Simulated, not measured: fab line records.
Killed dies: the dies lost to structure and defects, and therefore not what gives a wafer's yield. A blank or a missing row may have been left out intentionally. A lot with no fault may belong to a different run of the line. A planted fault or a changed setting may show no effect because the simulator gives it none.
fab line records -- flow n5-finfet
record: lots: 6, wafers: 18, last-day: 20
route steps=1938 shown WELL_APT@38 BEOL_M4@1111 PASSIVATION@1936
lots that met no fault: from a run of the same line without faults
start-h: start of the lot's first displayed wafer, in hours after the record's first day -- wait-h: hours from the lot's prior step to this one -- " same as the row above -- L1.1+2: a row that stands for several wafers -- - no value present, or no start provided -- * or withheld: withheld -- < > ~ a bound
route shown NAME@n: names a module that has steps shown in the file, with the first one's number in the route -- usual: mean/standard deviation of fault-free wafers -- same: alike in all rows -- chamber/n: place in a boat -- sites: each site's reading -- _std_site: their standard deviation -- _edge_site: the outer-site mean with the inner-site mean subtracted -- radius-mm: for every site, how far away it sits from the centre of the wafer -- mask NAME#n: copy n -- behind: tool/chamber where the wafer was last shaped -- hold: reason for holding the lot/hours on hold/outcome of the hold -- device: the n, p or np transistor that did not switch -- end of line: at the end of the route, the tests of the same wafers -- for a step that has no rows: nothing shown but its recipe -- killed: dies that structure and defects cost at the first sort, which is not the same as the wafer's yield -- map: dies across one wafer; x = killed, . = not, _ = none there
set.NAME: the setting that was run; set.NAME@STEP: the one run at that earlier step -- model.NAME: the simulator's own value behind a step, which no gauge read
certain route steps with their lots: each step a table, each wafer a row
services: when a tool's chamber went out of use (start-h, in hours from the record's first day, below 0 if earlier), for how many hours, and the reason
== steps ==
step: N5_WELL_APT_SOFTBAKE_20
recipe: temp-c: 130, time-s: 60
step: N5_WELL_APT_EXPOSE_22
recipe: mask-id: PWELL, na: 0.8, source-shape: conventional, sigma-outer: 0.8, polarization: unpolarized, defocus-nm: 0, target-cd-nm: 200, dose-mj: 23.2
step: N5_WELL_APT_PEB_23
recipe: peb-temp-c: 130, peb-time-s: 90
step: N5_WELL_APT_DEVELOP_24
recipe: develop-time-s: 45, rinse-liquid: surfactant-rinse, dry: air-spin, dev-temp-c: 21
step: N5_WELL_APT_HARDBAKE_29
recipe: temp-c: 130, time-s: 120
step: N5_WELL_APT_CD_MEAS_25
recipe: target-cd-nm: 200, landing-energy-ev: 500, detector: se-inlens
usual: cd-nm: 200.6/2
same: landing-energy-ev: 500
lot.wafer,tool,chamber,start-h,wait-h,cd-nm
L668.1,cd-sem-01,0,20.76,-,196.2
L668.3,cd-sem-01,0,20.76,-,196.5
L668.5,cd-sem-01,0,20.76,-,200.2
L677.2,cd-sem-01,0,74.96,-,204.5
L677.4,cd-sem-01,0,74.96,-,204.6
L677.5,cd-sem-01,0,74.96,-,204.9
L687.2,cd-sem-03,0,135.12,-,200.2
L687.3,cd-sem-03,0,135.12,-,198.4
L687.4,cd-sem-03,0,135.12,-,198.7
L688.1,cd-sem-02,0,141.04,-,201.0
L688.4,cd-sem-02,0,141.04,-,200.0
L688.6,cd-sem-02,0,141.04,-,201.0
L689.2,cd-sem-03,0,146.81,-,202.3
L689.4,cd-sem-03,0,146.81,-,200.0
L689.6,cd-sem-03,0,146.81,-,200.3
L690.4,cd-sem-01,0,152.70,-,199.1
L690.5,cd-sem-01,0,152.70,-,199.8
L690.6,cd-sem-01,0,152.70,-,201.1
step: N5_WELL_APT_OVL_MEAS_26
recipe: points-per-wafer: 44
usual: PWELL_OVL: 1/6.5
lot.wafer,tool,chamber,start-h,wait-h,PWELL_OVL[nm]
L668.1,overlay-02,0,20.79,0.0,5
L668.3,overlay-02,0,20.79,0.0,3
L668.5,overlay-02,0,20.79,0.0,1
L677.2,overlay-01,0,74.99,0.0,5
L677.4,overlay-01,0,74.99,0.0,2
L677.5,overlay-01,0,74.99,0.0,4
L687.2,overlay-01,0,135.15,0.0,3
L687.3,overlay-01,0,135.15,0.0,8
L687.4,overlay-01,0,135.15,0.0,-2
L688.1,overlay-02,0,141.07,0.0,-2
L688.4,overlay-02,0,141.07,0.0,4
L688.6,overlay-02,0,141.07,0.0,-1
L689.2,overlay-01,0,146.84,0.0,4
L689.4,overlay-01,0,146.84,0.0,1
L689.6,overlay-01,0,146.84,0.0,3
L690.4,overlay-01,0,152.73,0.0,-11
L690.5,overlay-01,0,152.73,0.0,-7
L690.6,overlay-01,0,152.73,0.0,-20
step: N5_WELL_APT_INSPECT_27
recipe: mode: adi, inspect-instrument: macro
usual: raw-defect-count: 2.1/1.5
lot.wafer,tool,chamber,start-h,wait-h,raw-defect-count
L668.1,defect-inspect-01,-,20.81,0.0,0
L668.3,defect-inspect-01,-,20.81,0.0,0
L668.5,defect-inspect-01,-,20.81,0.0,0
L677.2,defect-inspect-01,-,75.01,0.0,1
L677.4,defect-inspect-01,-,75.01,0.0,2
L677.5,defect-inspect-01,-,75.01,0.0,3
L687.2,defect-inspect-02,-,135.17,0.0,1
L687.3,defect-inspect-02,-,135.17,0.0,2
L687.4,defect-inspect-02,-,135.17,0.0,5
L688.1,defect-inspect-02,-,141.09,0.0,1
L688.4,defect-inspect-02,-,141.09,0.0,2
L688.6,defect-inspect-02,-,141.09,0.0,2
L689.2,defect-inspect-01,-,146.86,0.0,0
L689.4,defect-inspect-01,-,146.86,0.0,1
L689.6,defect-inspect-01,-,146.86,0.0,2
L690.4,defect-inspect-01,-,152.75,0.0,0
L690.5,defect-inspect-01,-,152.75,0.0,1
L690.6,defect-inspect-01,-,152.75,0.0,6
step: N5_WELL_APT_DESCUM_30
recipe: chemistry: O2, time-s: 7.9, source-power-w: 50, bias-power-w: 20, pressure-mtorr: 20, rf-frequency-hz: 2.712e+07, temp-c: 40, o2-flow-sccm: 225
usual: drypump-motor-current-A: 5.7/0.42, oes-product-au: 0.78/0.088, rf-vpp-V: 243.2/1.4, showerhead-plenum-p-Torr: 2.09/0.079, throttle-valve-pct: 20.29/0.18
lot.wafer,tool,chamber,start-h,wait-h,drypump-motor-current-A,oes-product-au,rf-hours-counter-h,rf-vpp-V,showerhead-plenum-p-Torr,throttle-valve-pct
L668.1,rie-diel-04,3,20.85,0.0,5.8,0.78,106,243.9,2.09,20.04
L668.3,rie-diel-04,1,20.85,0.0,6.4,0.76,177,245.1,2.15,20.39
L668.5,rie-diel-04,2,20.85,0.0,5.7,0.99,-,241.1,2.06,20.05
L677.2,rie-diel-01,2,75.04,0.0,6.4,0.97,9,243.7,2.24,20.26
L677.4,rie-diel-01,3,75.04,0.0,4.9,0.93,19,246.2,2.23,20.14
L677.5,rie-diel-01,0,75.04,0.0,4.9,0.76,-,241.8,2.10,20.58
L687.2,rie-diel-04,0,135.21,0.0,5.7,1.00,2,245.4,2.22,20.06
L687.3,rie-diel-04,3,135.21,0.0,5.8,0.76,139,243.9,2.08,20.09
L687.4,rie-diel-04,1,135.21,0.0,6.4,0.71,218,245.3,2.13,20.46
L688.1,rie-diel-04,1,141.13,0.0,6.4,0.72,221,243.7,2.13,20.48
L688.4,rie-diel-04,1,141.13,0.0,6.4,0.72,-,245.1,2.13,20.47
L688.6,rie-diel-04,2,141.13,0.0,5.7,0.87,-,241.6,2.04,20.13
L689.2,rie-diel-01,0,146.90,0.0,4.9,0.73,183,242.9,2.10,20.60
L689.4,rie-diel-01,1,146.90,0.0,5.3,0.71,234,242.6,2.07,20.67
L689.6,rie-diel-01,0,146.90,0.0,4.9,0.73,-,242.7,2.10,20.59
L690.4,rie-diel-02,1,153.15,0.4,5.7,0.79,124,242.4,2.01,20.27
L690.5,rie-diel-02,3,153.15,0.4,5.7,0.68,-,243.3,2.16,20.27
L690.6,rie-diel-02,0,153.15,0.4,5.3,0.74,-,243.0,2.08,20.21
step: N5_WELL_APT_IMPLANT_31
recipe: species: B, energy-kev: 60, dose-cm2: 1.5e+13, tilt-deg: 0, rotation-deg: 0
step: N5_WELL_APT_IMPLANT_32
recipe: species: BF2, energy-kev: 50, dose-cm2: 2e+13, tilt-deg: 0, rotation-deg: 0
step: N5_WELL_APT_STRIP_33
recipe: chemistry: SPM, time-s: 900, temp-c: 130, h2so4-h2o2-vol-ratio: 4, dry: ipa-marangoni
step: N5_WELL_APT_RTA_34
recipe: temp-c: 1000, time-s: 10, ambient: N2, idle-temp-c: 600, ramp-up-c-per-s: 150, ramp-down-c-per-s: 60, cool-to-c: 600
usual: lamp-power-pct: 13.00/0.054, lamp_zone_1_pct: 12.99/0.032, lamp_zone_2_pct: 12.992/0.027, lamp_zone_3_pct: 12.996/0.028, lamp_zone_4_pct: 12.993/0.027, lamp_zone_5_pct: 12.996/0.029, lamp_zone_6_pct: 12.92/0.031, lamp_zone_7_pct: 13.423/0.028, wafer_temp_C_max: 1003.3/1
lot.wafer,tool,chamber,start-h,wait-h,lamp-power-pct,lamp_zone_1_pct,lamp_zone_2_pct,lamp_zone_3_pct,lamp_zone_4_pct,lamp_zone_5_pct,lamp_zone_6_pct,lamp_zone_7_pct,wafer_temp_C_max
L668.1,rtp-anneal-02,0,21.62,0.0,12.97,12.99,13.008,12.983,12.995,12.981,12.94,13.425,1001.5
L668.3,rtp-anneal-02,0,21.62,0.0,13.06,13.01,13.009,12.953,12.987,12.978,12.86,13.413,1002.9
L668.5,rtp-anneal-02,0,21.62,0.0,13.04,12.99,13.017,13.001,13.012,12.986,12.89,13.397,1003.6
L677.2,rtp-anneal-01,0,75.83,0.1,12.99,12.99,13.084,13.032,13.029,13.035,12.86,13.436,1003.2
L677.4,rtp-anneal-01,0,75.83,0.1,13.01,13.03,12.987,13.035,13.001,12.990,12.93,13.375,1002.1
L677.5,rtp-anneal-01,0,75.83,0.1,13.00,13.03,13.007,12.972,12.977,12.967,13.00,13.433,1004.1
L687.2,rtp-anneal-01,0,135.99,0.0,14.09,14.12,14.106,14.113,14.072,14.114,13.95,14.596,1003.6
L687.3,rtp-anneal-01,0,135.99,0.0,14.06,14.08,14.102,14.099,14.123,14.098,13.97,14.508,1002.7
L687.4,rtp-anneal-01,0,135.99,0.0,14.09,14.07,14.096,14.082,14.130,14.107,14.02,14.586,1002.2
L688.1,rtp-anneal-01,0,142.32,0.5,14.01,14.09,14.117,14.112,14.124,14.092,14.02,14.555,1002.7
L688.4,rtp-anneal-01,0,142.32,0.5,14.11,14.05,14.081,14.116,14.066,14.044,14.02,14.596,1003.1
L688.6,rtp-anneal-01,0,142.32,0.5,14.05,14.11,14.064,14.062,14.087,14.124,14.09,14.531,1002.7
L689.2,rtp-anneal-02,0,147.70,0.0,13.08,13.04,12.971,12.977,13.057,12.958,12.95,13.436,1002.4
L689.4,rtp-anneal-02,0,147.70,0.0,12.93,13.04,12.985,13.035,12.999,12.984,12.89,13.423,1003.5
L689.6,rtp-anneal-02,0,147.70,0.0,12.98,13.01,12.970,12.939,12.985,12.984,12.94,13.435,1003.9
L690.4,rtp-anneal-02,0,153.97,0.1,13.05,13.01,12.962,12.971,13.007,13.004,12.91,13.418,1002.0
L690.5,rtp-anneal-02,0,153.97,0.1,13.05,12.98,13.039,13.006,12.988,13.024,12.93,13.409,1003.5
L690.6,rtp-anneal-02,0,153.97,0.1,12.94,13.02,12.942,13.033,12.927,13.016,12.99,13.424,1003.1
step: N5_WELL_APT_OXIDE_STRIP_42
recipe: chemistry: dHF, dilution: 25:1, time-s: 45, temp-c: 25, target: SiO2, target-depth-a: 120
step: N5_BEOL_M4_RC_MEAS_101
usual: DIBL_N: 36.7/1.8, DIBL_P: 37.0/2.4, IOFF_N: 0.17/0.036, IOFF_P: 0.22/0.042, ION_N: 673/12, ION_P: 462/8.5, SS_N: 71.7/0.62, SS_P: 73.4/0.65, VT_N: 250/3.7, VT_P: -250/3.7
lot.wafer,tool,chamber,start-h,wait-h,DIBL_N[mV/V],DIBL_P[mV/V],IOFF_N[nA/um],IOFF_P[nA/um],ION_N[uA/um],ION_P[uA/um],SS_N[mV/dec],SS_P[mV/dec],VT_N[mV],VT_P[mV]
L668.1,prober-02,0,188.41,0.0,39.1,40.7,0.22,0.28,691,466,72.4,74.2,246,-246
L668.3,prober-02,0,188.41,0.0,36.9,37.5,0.17,0.22,682,458,71.5,74.2,248,-248
L668.5,prober-02,0,188.41,0.0,37.7,38.7,0.18,0.22,676,456,72.0,73.9,249,-250
L677.2,prober-01,0,239.58,0.2,34.8,34.0,0.12,0.17,664,456,71.2,72.2,255,-254
L677.4,prober-01,0,239.58,0.2,32.0,31.6,0.09,0.14,649,454,70.6,72.3,260,-257
L677.5,prober-01,0,239.58,0.2,33.1,33.1,0.09,0.16,641,447,71.2,72.4,262,-258
L687.2,prober-01,0,300.70,0.2,37.6,36.3,0.17,0.22,675,460,71.5,73.6,249,-252
L687.3,prober-01,0,300.70,0.2,34.7,33.3,0.13,0.17,675,460,71.0,72.9,255,-252
L687.4,prober-01,0,300.70,0.2,32.4,30.5,0.11,0.15,664,457,70.3,72.1,255,-257
L688.1,prober-02,0,302.34,0.0,36.4,35.2,0.15,0.22,676,466,71.7,73.6,252,-247
L688.4,prober-02,0,302.34,0.0,35.1,32.7,0.12,0.19,675,467,71.4,72.6,252,-249
L688.6,prober-02,0,302.34,0.0,39.3,37.9,0.21,0.29,675,467,72.2,73.9,247,-241
L689.2,prober-02,0,330.89,0.2,34.9,35.7,0.13,0.21,667,469,71.4,72.5,251,-250
L689.4,prober-02,0,330.89,0.2,36.9,37.2,0.17,0.22,665,455,72.2,73.6,252,-251
L689.6,prober-02,0,330.89,0.2,37.0,38.2,0.18,0.25,678,473,72.4,72.9,250,-250
L690.4,prober-01,0,356.19,0.5,36.3,36.1,0.16,0.21,686,465,71.9,73.1,248,-249
L690.5,prober-01,0,356.19,0.5,36.5,35.6,0.15,0.20,675,464,71.0,73.1,249,-253
L690.6,prober-01,0,356.19,0.5,34.9,32.6,0.12,0.15,663,445,71.7,72.3,255,-255
step: N5_PASSIVATION_PROBE_49
usual: defect-limited-yield: 91.1/1.4, killed_at_M0_to_M3: 32/9.3, killed_at_M4_up: 13/5.8, killed-at-contacts: 12/6.3, killed-at-front-end: 44/12, killed-at-other: 3.6/2.7, killed-dies: 104/17, killed-open: 69/13, killed-short: 34/6.9, sort_bin_5_function: 5.2/0.98, sort_bin_6_memory: 3.3/0.59, sort_bin_8_speed: 0.01/0.039, sort-n-pass: 1075/17, sort-yield-pct: 91.1/1.4
same: gross-dies: 1180, killed-at-back-side: 0, sort_bin_4_leakage[%]: 0
lot.wafer,tool,chamber,start-h,wait-h,defect-limited-yield[%],killed_at_M0_to_M3,killed_at_M4_up,killed-at-contacts,killed-at-front-end,killed-at-other,killed-dies,killed-open,killed-short,sort_bin_5_function[%],sort_bin_6_memory[%],sort_bin_8_speed[%],sort-n-pass,sort-yield-pct[%]
L668.1,prober-01,-,292.60,0.0,91.0,43,11,7,45,0,106,84,22,5.8,3.1,0,1074,91.0
L668.3,prober-01,-,292.70,0.1,92.7,25,12,12,35,2,86,57,28,3.9,3.3,0,1094,92.7
L668.5,prober-01,-,292.80,0.2,92.7,22,4,3,55,2,86,44,36,3.5,2.8,0,1094,92.7
L677.2,prober-01,-,345.13,0.1,88.6,33,20,30,50,1,134,89,45,6.7,4.4,0,1046,88.6
L677.4,prober-01,-,345.23,0.2,85.9,33,15,44,70,4,166,110,48,8.1,4.7,0,1014,85.9
L677.5,prober-01,-,345.28,0.2,90.8,27,17,18,47,0,109,72,32,4.7,3.6,0.42,1066,90.3
L688.1,prober-02,-,408.54,0.0,92.1,31,5,10,45,2,93,62,29,4.9,2.6,0,1087,92.1
L688.4,prober-02,-,408.69,0.2,91.4,46,12,8,33,3,102,74,26,5.2,3.3,0,1078,91.4
L688.6,prober-02,-,408.79,0.3,90.8,41,8,8,47,4,108,61,37,5.4,3.1,0,1072,90.8
L687.2,prober-01,-,418.82,0.1,92.0,36,9,13,35,1,94,66,28,4.3,3.2,0,1086,92.0
L687.3,prober-01,-,418.87,0.1,91.5,28,9,9,48,6,100,75,25,5.1,3.1,0,1080,91.5
L687.4,prober-01,-,418.92,0.2,92.5,31,10,17,30,1,89,59,30,4.4,3.1,0,1091,92.5
L689.2,prober-02,-,429.67,0.1,89.5,48,19,10,39,8,124,74,48,6.9,3.2,0,1056,89.5
L689.4,prober-02,-,429.77,0.2,90.5,22,13,17,53,7,112,73,36,5.8,3.3,0,1068,90.5
L689.6,prober-02,-,429.87,0.3,91.4,26,11,9,53,3,102,63,30,3.9,3.8,0,1078,91.4
L690.4,prober-01,-,470.45,0.2,92.8,24,9,14,33,5,85,57,27,4.6,2.6,0,1095,92.8
L690.5,prober-01,-,470.50,0.2,93.6,27,8,5,34,1,75,47,26,3.3,3.1,0,1105,93.6
L690.6,prober-01,-,470.55,0.3,90.6,51,13,17,27,3,111,76,32,5.7,3.6,0,1069,90.6
killed by level:class
L668.1 FIN_SAQP:geometric-particle:open=24 BEOL_M2:geometric-particle:open=13 BEOL_M3:geometric-particle:open=10 FIN_SAQP:geometric-particle:short=7 BEOL_M0_SAQP:geometric-particle:open=7 MOL_CONTACT_COAG:geometric-particle:open=5 BEOL_M1:geometric-particle:open=4 BEOL_M4:geometric-particle:open=4
L668.3 MOL_CONTACT_COAG:geometric-particle:open=10 FIN_SAQP:geometric-particle:open=9 FIN_SAQP:geometric-particle:short=8 BEOL_M0_SAQP:geometric-particle:short=8 STI_FIN_REVEAL:geometric-particle:open=6 DUMMY_GATE:geometric-particle:open=5 BEOL_M3:geometric-particle:open=4 ILD0:geometric-particle:open=3
L668.5 FIN_SAQP:geometric-particle:short=19 FIN_SAQP:geometric-particle:open=15 HKMG_FIN:area-etch=6 STI_FIN_REVEAL:geometric-particle:open=5 BEOL_M0_SAQP:geometric-particle:short=5 GATE_CUT:geometric-particle:open=3 BEOL_M0:geometric-particle:open=3 BEOL_M1:geometric-particle:open=3
L677.2 MOL_CONTACT_COAG:geometric-particle:open=24 FIN_SAQP:geometric-particle:open=14 BEOL_M4:geometric-particle:open=14 BEOL_M2:geometric-particle:open=13 FIN_SAQP:geometric-particle:short=12 BEOL_M0_SAQP:geometric-particle:short=7 MOL_CONTACT_COAG:geometric-particle:short=6 DUMMY_GATE:geometric-particle:short=5
L677.4 MOL_CONTACT_COAG:geometric-particle:open=31 STI_FIN_REVEAL:geometric-particle:open=16 FIN_SAQP:geometric-particle:open=14 BEOL_M2:geometric-particle:open=13 MOL_CONTACT_COAG:geometric-particle:short=13 BEOL_M4:geometric-particle:open=10 FIN_SAQP:geometric-particle:short=8 HKMG_FIN:area-etch=8
L677.5 BEOL_M2:geometric-particle:open=16 MOL_CONTACT_COAG:geometric-particle:open=15 FIN_SAQP:geometric-particle:short=8 BEOL_M4:geometric-particle:open=7 GATE_CUT:geometric-particle:short=7 DUMMY_GATE:geometric-particle:open=5 GATE_CUT:geometric-particle:open=5 BEOL_M1:geometric-particle:open=5
L688.1 STI_FIN_REVEAL:geometric-particle:open=13 FIN_SAQP:geometric-particle:open=12 BEOL_M0_SAQP:geometric-particle:short=9 FIN_SAQP:geometric-particle:short=8 BEOL_M0_SAQP:geometric-particle:open=8 BEOL_M2:geometric-particle:open=8 MOL_CONTACT_COAG:geometric-particle:open=7 MOL_CONTACT_COAG:geometric-particle:short=3
L688.4 BEOL_M2:geometric-particle:open=14 BEOL_M0_SAQP:geometric-particle:open=12 FIN_SAQP:geometric-particle:short=9 BEOL_M4:geometric-particle:open=9 FIN_SAQP:geometric-particle:open=8 MOL_CONTACT_COAG:geometric-particle:open=8 BEOL_M0_SAQP:geometric-particle:short=8 STI_FIN_REVEAL:geometric-particle:open=4
L688.6 FIN_SAQP:geometric-particle:open=11 BEOL_M0_SAQP:geometric-particle:short=10 BEOL_M0_SAQP:geometric-particle:open=8 STI_FIN_REVEAL:geometric-particle:open=7 BEOL_M2:geometric-particle:open=7 BEOL_M1:geometric-particle:open=6 FIN_SAQP:geometric-particle:short=5 HKMG_FIN:area-etch=5
L687.2 MOL_CONTACT_COAG:geometric-particle:open=8 FIN_SAQP:geometric-particle:open=7 DUMMY_GATE:geometric-particle:open=7 STI_FIN_REVEAL:geometric-particle:open=7 BEOL_M0_SAQP:geometric-particle:short=7 BEOL_M3:geometric-particle:open=7 BEOL_M0_SAQP:geometric-particle:open=6 MOL_CONTACT_COAG:geometric-particle:short=5
L687.3 FIN_SAQP:geometric-particle:open=18 STI_FIN_REVEAL:geometric-particle:open=8 DUMMY_GATE:geometric-particle:open=8 MOL_CONTACT_COAG:geometric-particle:open=6 BEOL_M1:geometric-particle:open=6 FIN_SAQP:geometric-particle:short=5 BEOL_M0_SAQP:geometric-particle:open=5 BEOL_M0_SAQP:geometric-particle:short=5
L687.4 MOL_CONTACT_COAG:geometric-particle:open=13 BEOL_M0_SAQP:geometric-particle:open=9 BEOL_M0_SAQP:geometric-particle:short=8 BEOL_M2:geometric-particle:open=8 FIN_SAQP:geometric-particle:open=6 STI_FIN_REVEAL:geometric-particle:open=6 FIN_SAQP:geometric-particle:short=5 DUMMY_GATE:geometric-particle:open=4
L689.2 BEOL_M0_SAQP:geometric-particle:open=11 BEOL_M0_SAQP:geometric-particle:short=10 MOL_CONTACT_COAG:geometric-particle:open=9 BEOL_M2:geometric-particle:short=8 FIN_SAQP:geometric-particle:short=6 DUMMY_GATE:geometric-particle:open=6 STI_FIN_REVEAL:geometric-particle:open=6 BEOL_M1:geometric-particle:open=6
L689.4 MOL_CONTACT_COAG:geometric-particle:open=15 FIN_SAQP:geometric-particle:short=11 FIN_SAQP:geometric-particle:open=8 GATE_CUT:geometric-particle:short=6 BEOL_M0_SAQP:geometric-particle:open=6 STI_FIN_REVEAL:geometric-particle:open=5 DUMMY_GATE:geometric-particle:open=5 BEOL_M0_SAQP:geometric-particle:short=5
L689.6 FIN_SAQP:geometric-particle:open=16 FIN_SAQP:geometric-particle:short=10 STI_FIN_REVEAL:geometric-particle:open=7 BEOL_M0_SAQP:geometric-particle:open=7 HKMG_FIN:area-etch=7 MOL_CONTACT_COAG:geometric-particle:open=6 BEOL_M2:geometric-particle:open=6 BEOL_M3:geometric-particle:open=4
L690.4 MOL_CONTACT_COAG:geometric-particle:open=11 BEOL_M3:geometric-particle:open=10 FIN_SAQP:geometric-particle:short=8 FIN_SAQP:geometric-particle:open=5 STI_FIN_REVEAL:geometric-particle:open=3 DUMMY_GATE:geometric-particle:open=3 ILD0:geometric-particle:open=3 BEOL_M2:geometric-particle:open=3
L690.5 BEOL_M2:geometric-particle:open=12 FIN_SAQP:geometric-particle:short=9 STI_FIN_REVEAL:geometric-particle:open=6 FIN_SAQP:geometric-particle:open=4 ILD0:geometric-particle:open=3 MOL_CONTACT_COAG:geometric-particle:open=3 BEOL_M0_SAQP:geometric-particle:open=3 BEOL_M1:geometric-particle:open=3
L690.6 MOL_CONTACT_COAG:geometric-particle:open=15 BEOL_M2:geometric-particle:open=12 BEOL_M0_SAQP:geometric-particle:open=10 BEOL_M0_SAQP:geometric-particle:short=9 BEOL_M3:geometric-particle:open=9 GATE_CUT:geometric-particle:short=7 BEOL_M4:geometric-particle:open=5 FIN_SAQP:geometric-particle:open=3
== services ==
tool,chamber,start-h,hours,kind
rie-diel-04,2,-0.97,-,clean
rie-diel-04,2,-0.97,-,consumable-replace:focus-ring
rie-diel-04,2,-0.97,16.4,scheduled-down
rie-diel-04,2,-0.97,16.4,vent-cycle
rie-diel-01,3,3.72,-,clean
rie-diel-01,3,3.72,-,consumable-replace:focus-ring
rie-diel-01,3,3.72,-,consumable-replace:showerhead
rie-diel-01,3,3.72,21.6,scheduled-down
rie-diel-01,3,3.72,21.6,vent-cycle
rie-diel-01,2,25.29,-,clean
rie-diel-01,2,25.29,-,consumable-replace:focus-ring
rie-diel-04,1,50.04,6.2,repair
rie-diel-04,3,51.04,30.3,repair
rie-diel-02,0,51.06,16.0,repair
rie-diel-02,3,53.76,2.0,repair
rie-diel-01,2,69.28,5.1,repair
rie-diel-01,-,76.56,0.6,repair
rie-diel-04,1,107.92,4.6,repair
rie-diel-04,0,112.71,-,clean
rie-diel-04,0,112.71,-,consumable-replace:focus-ring
rie-diel-04,0,112.71,-,consumable-replace:showerhead
rie-diel-04,0,112.71,17.8,scheduled-down
rie-diel-04,0,112.71,17.8,vent-cycle
rtp-anneal-02,-,138.40,7.0,pm
== key ==
first-sign: step: N5_WELL_APT_RTA_34, reading: lamp_zone_7_pct, direction: up, sigmas: 41, usual: *, struck: *
effect: step: N5_WELL_APT_RTA_34, reading: lamp_zone_4_pct, direction: up, sigmas: 41, usual: *, struck: *
met-at N5_WELL_APT_RTA_34
struck-wafers L687.2,L687.3,L687.4,L688.1,L688.4,L688.6
onset-between 75.83 135.99
fault: kind: process-parameter-drift, tool: rtp-anneal-01, chamber: -, onset-h: 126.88, steps: N5_WELL_APT_RTA_34, channel: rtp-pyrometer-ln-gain, offset: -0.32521, shape: step, end-h: 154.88
